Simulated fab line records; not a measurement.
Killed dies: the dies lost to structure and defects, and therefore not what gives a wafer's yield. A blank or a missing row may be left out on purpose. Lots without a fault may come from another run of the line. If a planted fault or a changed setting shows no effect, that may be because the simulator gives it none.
Chamber matching | flow nand_harc | NHARC_P_STI_CMP_21 on cmp-02 has 4 sister chambers
The step polishes, t overpolish 20 s, target thk 380.67 nm. 14 wafers are shown with their chamber, then 7 later ones without.

## WAFERS WITH THEIR CHAMBER
wafer  | chamber | motor_current_A (A) | overpolish_run_s (s)
L821.1 | 1       | 10.6                | 19.998
L821.3 | 3       | 11.8                | 19.997
L821.4 | 0       | 11.7                | 20.001
L825.1 | 1       | 10.1                | 20.001
L825.4 | 3       | 11.5                | 19.981
L825.5 | 2       | 12.3                | 19.995
L829.2 | 3       | 12.1                | 19.986
L829.5 | 1       | 10.4                | 19.996
L829.6 | 0       | 11.4                | 19.991
L833.2 | 2       | 12.6                | 20.012
L833.3 | 0       | 10.9                | 20.003
L833.4 | 1       | 10.4                | 20.005
L837.1 | 1       | 10.1                | 19.998
L837.3 | 3       | 11.7                | 19.990

SIGNATURES (means of the wafers above)
reading          | chamber 0 | chamber 1 | chamber 2 | chamber 3 | scatter within a chamber
motor_current_A  | 11.333    | 10.320    | 12.450    | 11.775    | 0.273
overpolish_run_s | 19.99833  | 19.99960  | 20.00350  | 19.98850  | 0.00643
Rule: a wafer lies at a distance from a chamber equal to the root of the sum of squares, over the readings, of (its reading less the chamber's mean, divided by the reading's scatter). The wafer belongs to the nearest chamber; if the next one is less than 2 further off, it can't be placed. The scatter: take each reading less its chamber's mean, square it, sum over the shown wafers, divide by the number of wafers less the number of chambers, and take the root.

## WAFERS WHOSE CHAMBER IS MISSING
wafer  | motor_current_A (A) | overpolish_run_s (s)
L837.6 | 12.9                | 20.013
L838.4 | 10.9                | 20.005
L838.5 | 10.3                | 19.994
L838.6 | 11.3                | 19.995
L843.4 | 11.3                | 19.996
L843.5 | 12.8                | 19.999
L843.6 | 12.0                | 20.010

## EACH ONE'S CHAMBER
wafer  | from the rows above          | in truth
L837.6 | 2                            | 2
L838.4 | can't be placed: 0 or 1      | 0
L838.5 | 1                            | 1
L838.6 | can't be placed: 0 or 3      | 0
L843.4 | can't be placed: 0 or 3      | 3
L843.5 | 2                            | 2
L843.6 | can't be placed: 2 or 0 or 3 | 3
Placed correctly: 3 of 7. Cannot be placed on the basis of these rows: 4; the candidates contain the true chamber in 4. 0 placed wrongly.
